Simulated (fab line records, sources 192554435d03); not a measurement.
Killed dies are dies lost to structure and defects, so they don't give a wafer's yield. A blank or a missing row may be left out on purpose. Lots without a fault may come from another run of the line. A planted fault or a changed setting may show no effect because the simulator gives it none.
Which tool did it? | flow n5_finfet | 24 lots, 72 wafers sampled, at 6 steps of a route of 1938

WHAT THE GAUGES READ, wafer by wafer
N5_BEOL_M8_INSPECT_30: inspects for defects (brightfield).
lot  | measured     | on                | raw_defect_count
L075 | day 9 20:29  | defect_inspect-01 | 404 455 321
L074 | day 10 12:14 | defect_inspect-01 | 528 416 516
L077 | day 10 19:50 | defect_inspect-02 | 531 496 391
L076 | day 10 20:10 | defect_inspect-02 | 403 467 332
L078 | day 11 07:08 | defect_inspect-01 | 417 404 509
L079 | day 12 01:31 | defect_inspect-02 | 430 389 321
L082 | day 12 05:57 | defect_inspect-02 | 437 359 478
L081 | day 12 10:52 | defect_inspect-01 | 395 273 450
L080 | day 12 20:29 | defect_inspect-01 | 542 302 424
L083 | day 12 20:32 | defect_inspect-02 | 286 320 289
L084 | day 12 20:34 | defect_inspect-01 | 520 277 346
L085 | day 12 23:53 | defect_inspect-01 | 577 433 589
L086 | day 13 07:04 | defect_inspect-02 | 391 369 410
L088 | day 14 02:19 | defect_inspect-02 | 427 387 355
L087 | day 14 05:34 | defect_inspect-02 | 451 554 455
L091 | day 14 10:28 | defect_inspect-02 | 424 331 499
L089 | day 14 17:40 | defect_inspect-02 | 467 548 501
L090 | day 15 12:04 | defect_inspect-01 | 394 355 357
L093 | day 15 19:50 | defect_inspect-02 | 447 293 372
L092 | day 15 19:53 | defect_inspect-01 | 358 310 379
L094 | day 16 17:33 | defect_inspect-01 | 452 338 405
L096 | day 16 17:46 | defect_inspect-01 | 354 430 383
L095 | day 16 17:58 | defect_inspect-02 | 421 471 408
L097 | day 16 20:45 | defect_inspect-01 | 321 252 414

N5_BEOL_M8_RS_MEAS_57: measures by four-point-probe.
lot  | measured     | on            | M8_RS (ohm/sq)
L075 | day 10 01:52 | film_metro-02 | 0.282 0.286 0.279
L074 | day 10 18:55 | film_metro-01 | 0.287 0.282 0.288
L077 | day 11 02:05 | film_metro-01 | 0.292 0.295 0.301
L076 | day 11 05:05 | film_metro-01 | 0.288 0.289 0.287
L078 | day 11 11:48 | film_metro-01 | 0.290 0.290 0.288
L079 | day 12 05:12 | film_metro-02 | 0.281 0.283 0.289
L082 | day 12 09:52 | film_metro-01 | 0.286 0.277 0.286
L081 | day 12 13:58 | film_metro-02 | 0.282 0.281 0.282
L080 | day 12 23:59 | film_metro-01 | 0.288 0.282 0.290
L083 | day 13 00:15 | film_metro-02 | 0.295 0.288 0.285
L084 | day 13 01:06 | film_metro-01 | 0.270 0.267 0.272
L085 | day 13 04:24 | film_metro-02 | 0.268 0.274 0.267
L086 | day 13 09:56 | film_metro-02 | 0.291 0.285 0.278
L088 | day 14 07:16 | film_metro-01 | 0.290 0.290 0.288
L087 | day 14 12:43 | film_metro-02 | 0.278 0.287 0.283
L091 | day 14 14:39 | film_metro-02 | 0.274 0.276 0.288
L089 | day 14 21:29 | film_metro-02 | 0.298 0.305 0.308
L090 | day 15 15:00 | film_metro-02 | 0.299 0.288 0.291
L093 | day 16 00:09 | film_metro-02 | 0.285 0.286 0.273
L092 | day 16 00:49 | film_metro-01 | 0.276 0.286 0.273
L094 | day 16 20:04 | film_metro-02 | 0.285 0.283 0.278
L096 | day 16 22:10 | film_metro-01 | 0.287 0.288 0.285
L095 | day 16 22:45 | film_metro-01 | 0.290 0.281 0.286
L097 | day 16 23:38 | film_metro-01 | 0.285 0.287 0.286

N5_BEOL_M9_THK_MEAS_53: measures by xrf.
lot  | measured     | on            | M9_THK (nm)
L075 | day 10 14:29 | film_metro-02 | 137.0 144.0 140.2
L074 | day 11 06:31 | film_metro-02 | 140.7 136.0 138.2
L077 | day 11 14:08 | film_metro-02 | 135.6 136.7 135.5
L076 | day 11 16:35 | film_metro-02 | 142.8 135.3 137.9
L078 | day 12 04:38 | film_metro-02 | 140.2 141.7 135.9
L079 | day 12 13:17 | film_metro-02 | 138.5 146.5 135.9
L082 | day 12 17:37 | film_metro-02 | 139.1 138.5 143.5
L081 | day 12 22:44 | film_metro-01 | 140.6 135.8 135.4
L080 | day 13 07:29 | film_metro-01 | 139.2 134.4 135.5
L083 | day 13 08:06 | film_metro-02 | 138.9 139.0 140.7
L084 | day 13 09:17 | film_metro-02 | 137.5 138.2 144.1
L085 | day 13 11:41 | film_metro-02 | 135.1 137.8 137.0
L086 | day 13 15:38 | film_metro-01 | 141.8 134.7 137.3
L088 | day 14 13:08 | film_metro-02 | 144.0 141.9 137.0
L087 | day 14 20:12 | film_metro-02 | 136.4 135.5 137.7
L091 | day 14 22:54 | film_metro-02 | 139.1 138.9 137.8
L089 | day 15 11:34 | film_metro-01 | 141.2 136.1 141.3
L090 | day 16 02:07 | film_metro-02 | 138.1 135.2 132.8
L093 | day 16 08:35 | film_metro-01 | 136.4 138.3 144.8
L092 | day 16 12:25 | film_metro-01 | 139.2 137.0 138.4
L094 | day 17 04:45 | film_metro-01 | 136.7 140.1 136.6
L096 | day 17 07:11 | film_metro-01 | 141.7 139.2 139.5
L095 | day 17 08:50 | film_metro-02 | 139.6 137.3 134.4
L097 | day 17 08:22 | film_metro-02 | 138.2 139.3 141.6

N5_BEOL_M10_CD_MEAS_11: target cd 64.1 nm.
lot  | measured     | on        | cd_nm (nm)
L075 | day 10 17:28 | cd_sem-02 | 63.4 63.3 64.0
L074 | day 11 08:17 | cd_sem-03 | 63.6 63.7 63.8
L077 | day 11 16:22 | cd_sem-03 | 64.5 64.9 64.1
L076 | day 11 22:30 | cd_sem-01 | 64.5 64.0 64.8
L078 | day 12 07:29 | cd_sem-03 | 64.2 63.4 63.9
L079 | day 12 16:37 | cd_sem-03 | 63.3 65.0 64.1
L082 | day 12 21:30 | cd_sem-01 | 64.5 63.9 63.7
L081 | day 13 01:10 | cd_sem-03 | 64.1 63.5 63.9
L080 | day 13 09:22 | cd_sem-02 | 63.6 63.8 63.6
L083 | day 13 09:44 | cd_sem-02 | 64.4 63.7 64.1
L084 | day 13 10:47 | cd_sem-03 | 64.6 64.7 64.7
L085 | day 13 13:42 | cd_sem-02 | 64.7 64.1 64.2
L086 | day 13 17:35 | cd_sem-01 | 63.5 63.7 63.3
L088 | day 14 15:14 | cd_sem-03 | 65.5 65.5 64.4
L087 | day 14 22:07 | cd_sem-01 | 63.5 63.9 63.9
L091 | day 15 01:18 | cd_sem-01 | 64.5 64.8 64.4
L089 | day 15 13:29 | cd_sem-03 | 64.3 63.4 63.5
L090 | day 16 05:37 | cd_sem-02 | 64.0 64.2 63.6
L093 | day 16 10:21 | cd_sem-01 | 64.0 63.9 64.3
L092 | day 16 14:46 | cd_sem-03 | 64.1 64.5 64.4
L094 | day 17 06:46 | cd_sem-02 | 63.1 63.4 63.5
L096 | day 17 12:55 | cd_sem-02 | 63.2 63.8 64.3
L095 | day 17 14:18 | cd_sem-03 | 63.7 64.4 63.9
L097 | day 17 13:15 | cd_sem-02 | 63.5 63.5 64.3

WHICH TOOL RAN EACH LOT (tool, then ch and the chambers of the sampled wafers, then the start)
lot  | N5_BEOL_M8_CURE_75            | N5_BEOL_M9_DEGAS_44
L075 | uv_cure-01 ch 2, day 9 21:12  | pvd_sputter-03, day 10 10:05
L074 | uv_cure-03 ch 1, day 10 12:56 | pvd_sputter-02, day 11 00:44
L077 | uv_cure-01 ch 0, day 10 20:36 | pvd_sputter-03, day 11 10:54
L076 | uv_cure-02 ch 0, day 10 21:08 | pvd_sputter-03, day 11 13:46
L078 | uv_cure-02 ch 2, day 11 07:50 | pvd_sputter-01, day 12 02:20
L079 | uv_cure-03 ch 1, day 12 02:20 | pvd_sputter-02, day 12 11:45
L082 | uv_cure-03 ch 0, day 12 07:01 | pvd_sputter-02, day 12 16:02
L081 | uv_cure-03 ch 2, day 12 11:45 | pvd_sputter-02, day 12 21:19
L080 | uv_cure-03 ch 1, day 12 21:08 | pvd_sputter-03, day 13 05:56
L083 | uv_cure-02 ch 1, day 12 21:21 | pvd_sputter-02, day 13 06:17
L084 | uv_cure-01 ch 1, day 12 21:29 | pvd_sputter-01, day 13 07:10
L085 | uv_cure-01 ch 2, day 13 00:55 | pvd_sputter-01, day 13 10:07
L086 | uv_cure-03 ch 2, day 13 07:49 | pvd_sputter-01, day 13 13:50
L088 | uv_cure-02 ch 1, day 14 05:04 | pvd_sputter-03, day 14 11:08
L087 | uv_cure-02 ch 0, day 14 08:58 | pvd_sputter-02, day 14 18:47
L091 | uv_cure-02 ch 2, day 14 11:18 | pvd_sputter-03, day 14 21:11
L089 | uv_cure-01 ch 2, day 14 19:17 | pvd_sputter-01, day 15 09:54
L090 | uv_cure-01 ch 1, day 15 12:47 | pvd_sputter-03, day 15 23:11
L093 | uv_cure-03 ch 1, day 15 20:30 | pvd_sputter-03, day 16 06:15
L092 | uv_cure-02 ch 0, day 15 20:43 | pvd_sputter-03, day 16 09:05
L094 | uv_cure-02 ch 2, day 16 18:13 | pvd_sputter-01, day 17 02:25
L096 | uv_cure-03 ch 0, day 16 18:46 | pvd_sputter-01, day 17 05:26
L095 | uv_cure-03 ch 1, day 16 19:01 | pvd_sputter-01, day 17 07:07
L097 | uv_cure-03 ch 1, day 16 21:25 | pvd_sputter-01, day 17 06:33
- N5_BEOL_M8_CURE_75: cures SiCOH lowk, time 120 s.
- N5_BEOL_M9_DEGAS_44: time 60 s.

WHAT THE TOOLS THEMSELVES READ (means of the sampled wafers that have a number; where no wafer has one, the mark that the record gives instead)
N5_BEOL_M8_CURE_75.
lot  | tool       | lamp_power_pct (%) | wafer_temp_C_max
L075 | uv_cure-01 | 52.29              | 372.9
L074 | uv_cure-03 | 52.26              | 372.2
L077 | uv_cure-01 | 52.32              | 371.4
L076 | uv_cure-02 | 52.31              | 372.2
L078 | uv_cure-02 | 52.31              | 371.8
L079 | uv_cure-03 | 52.34              | 372.2
L082 | uv_cure-03 | 52.32              | 371.6
L081 | uv_cure-03 | 52.28              | 371.6
L080 | uv_cure-03 | 52.33              | 371.9
L083 | uv_cure-02 | 52.29              | 371.9
L084 | uv_cure-01 | 52.31              | 372.3
L085 | uv_cure-01 | 52.33              | 372.0
L086 | uv_cure-03 | 52.32              | 371.7
L088 | uv_cure-02 | 52.28              | 371.5
L087 | uv_cure-02 | 52.33              | 371.9
L091 | uv_cure-02 | 52.30              | 371.1
L089 | uv_cure-01 | 52.29              | 372.6
L090 | uv_cure-01 | 52.40              | 372.1
L093 | uv_cure-03 | 52.27              | 372.3
L092 | uv_cure-02 | 52.31              | 372.1
L094 | uv_cure-02 | 52.32              | 371.2
L096 | uv_cure-03 | 52.31              | 371.6
L095 | uv_cure-03 | 52.32              | 372.3
L097 | uv_cure-03 | 52.36              | 371.6

N5_BEOL_M9_DEGAS_44.
lot  | tool           | heater_power_w (W)
L075 | pvd_sputter-03 | 313
L074 | pvd_sputter-02 | 364
L077 | pvd_sputter-03 | 324
L076 | pvd_sputter-03 | 297
L078 | pvd_sputter-01 | 302
L079 | pvd_sputter-02 | 375
L082 | pvd_sputter-02 | 361
L081 | pvd_sputter-02 | 331
L080 | pvd_sputter-03 | 309
L083 | pvd_sputter-02 | 360
L084 | pvd_sputter-01 | 262
L085 | pvd_sputter-01 | 305
L086 | pvd_sputter-01 | 307
L088 | pvd_sputter-03 | 330
L087 | pvd_sputter-02 | 384
L091 | pvd_sputter-03 | 337
L089 | pvd_sputter-01 | 309
L090 | pvd_sputter-03 | 335
L093 | pvd_sputter-03 | 314
L092 | pvd_sputter-03 | 345
L094 | pvd_sputter-01 | 312
L096 | pvd_sputter-01 | 344
L095 | pvd_sputter-01 | 349
L097 | pvd_sputter-01 | 306

THE ANSWER, worked out from the rows above alone
Rule: what is usual is taken from the lots themselves. Put in order of their means at a reading, lots are off if they are a third of the lots or fewer, leave a main group of 4 or more, and stand apart from it by a gap of 3 or more times the standard deviation of the main group's means; of several such gaps the widest counts. A main group whose means are all the same, to the digits that the tables above print for the reading, isn't used. A lot without any number at a reading at which 4 lots or more have one is off too. The other lots that the step has rows for count as sound. The gauges are gone through in route order, then the tools' own readings, and for those a lot's mean is taken as printed above. The first step at which some lot is off is used, and at that step the reading that is off furthest; a lot without a number counts as furthest.
No lot is off at any reading shown: from this, nothing can be told.

WHAT THE SIMULATOR HAD PUT IN
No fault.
